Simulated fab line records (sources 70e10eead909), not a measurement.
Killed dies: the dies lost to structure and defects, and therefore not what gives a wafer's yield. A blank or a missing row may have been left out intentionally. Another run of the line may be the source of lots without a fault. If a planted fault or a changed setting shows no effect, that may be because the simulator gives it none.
Problem report, 8D (eight disciplines) form, completed by code -- flow nand harc -- the parts of the form that need people (team, actions taken, sign-off) are left out

== 1. PROBLEM STATEMENT ==
Wafers without a fault read 58, standard deviation 22; killed at array at NHARC_END_SORT_01 reads a mean of 671 on 6 wafers belonging to 2 lots. That puts it +28 standard deviations away from the usual mean.
The first sign was on wafer L172.2 at day 30 07:26, on prober-01. Wafers with a number at this step in the record: 15, from 5 lots. The rule behind "out" and "out of limits": a value lying over 4 standard deviations away from the usual mean. Any other wafer with a number is counted as sound.

== 2. WHAT IT IS AND WHAT IT IS NOT ==
question,is,is not
which readings at this step,"killed at array, killed dies","killed at other, killed at periphery, killed open"
which lots,"L172, L173","L159, L164, L175"
which wafers of those lots,all that have a number,-
read on which gauges,"prober-01, prober-02",-
when,from day 30 07:26,up to then (6 sound wafers); but 3 sound wafers of L175 came after

== 3. THE SUSPECTS, EACH WITH WHAT RULES IT OUT ==
Counting: a tool at a process step up to the reading stays a suspect if it ran every lot that is out and no sound lot after the first of them.
- the gauge at NHARC_END_SORT_01 has been ruled out. Those wafers that are out were read across 2 gauges (prober-01, prober-02).
- rie diel-02 at NHARC_A_STAIRCASE_TRIM_200 (chemistry O2, time 211.2 s): ruled out as a lasting fault. The sound lots L175 went through it after L173, its earliest lot that is out (day 22 03:22). NHARC_A_STAIRCASE_TRIM_200 gives no start for some lots, so the hours and the order of its lots are those of NHARC_A_STAIRCASE_ETCH_230.
- rie diel-01 at NHARC_A_STAIRCASE_ETCH_230 (etches the open film in C4F8/O2, target depth 100 nm, time 40.5 s): kept. It ran every lot that is out, first L173 (day 22 03:22), and no sound lot after that. On those wafers its own readings are out: oes product au, rf fwd power W.
Remaining after the count: rie diel-01 at NHARC_A_STAIRCASE_ETCH_230.

== 4. THE CAUSE (what the simulator had put in) ==
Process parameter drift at NHARC_A_STAIRCASE_ETCH_230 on rie diel-01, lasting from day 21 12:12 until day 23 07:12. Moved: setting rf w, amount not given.
After counting, this tool was the only one left.

== 5. THE CHAIN OF EFFECTS, in route order ==
Rows list readings where the struck wafers' mean (over those with a number) sits beyond 3 standard deviations from the usual. Only readings for which the record gives a usual standard deviation are gone through. hours: the time from each lot's start at the first step in this table that gives one to its start at this step, as a median over the lots. sigmas: the change in usual standard deviations.
hours,step,reading,usual,on struck wafers,change,sigmas
0,NHARC_A_STAIRCASE_ETCH_230,oes product au,0.955 a.u.,1.206,+0.251,+14
0,NHARC_A_STAIRCASE_ETCH_230,rf fwd power W,592 W,830,+238,+70
196,NHARC_END_SORT_01,killed at array,58,671,+613,+28
196,NHARC_END_SORT_01,killed dies,64,677,+613,+28
Its process steps:
- NHARC_A_STAIRCASE_ETCH_230: etches the open film in C4F8/O2, target depth 100 nm, time 40.5 s.

== 6. HOW IT WOULD HAVE BEEN CAUGHT EARLIER ==
In this record the first reading out of limits at a measuring or inspecting step was taken at day 30 07:26, 211 hours after the fault began at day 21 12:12.
The tool's own readings at NHARC_A_STAIRCASE_ETCH_230 were out on every struck wafer that the step has a row for (oes product au, rf fwd power W): an alarm limit on them would have fired on the first of those.
By day 30 07:26 the whole set of lots that are out, 2 in number, had already begun NHARC_A_STAIRCASE_ETCH_230 on rie diel-01. Tool hold at that time: it would have spared none of them.
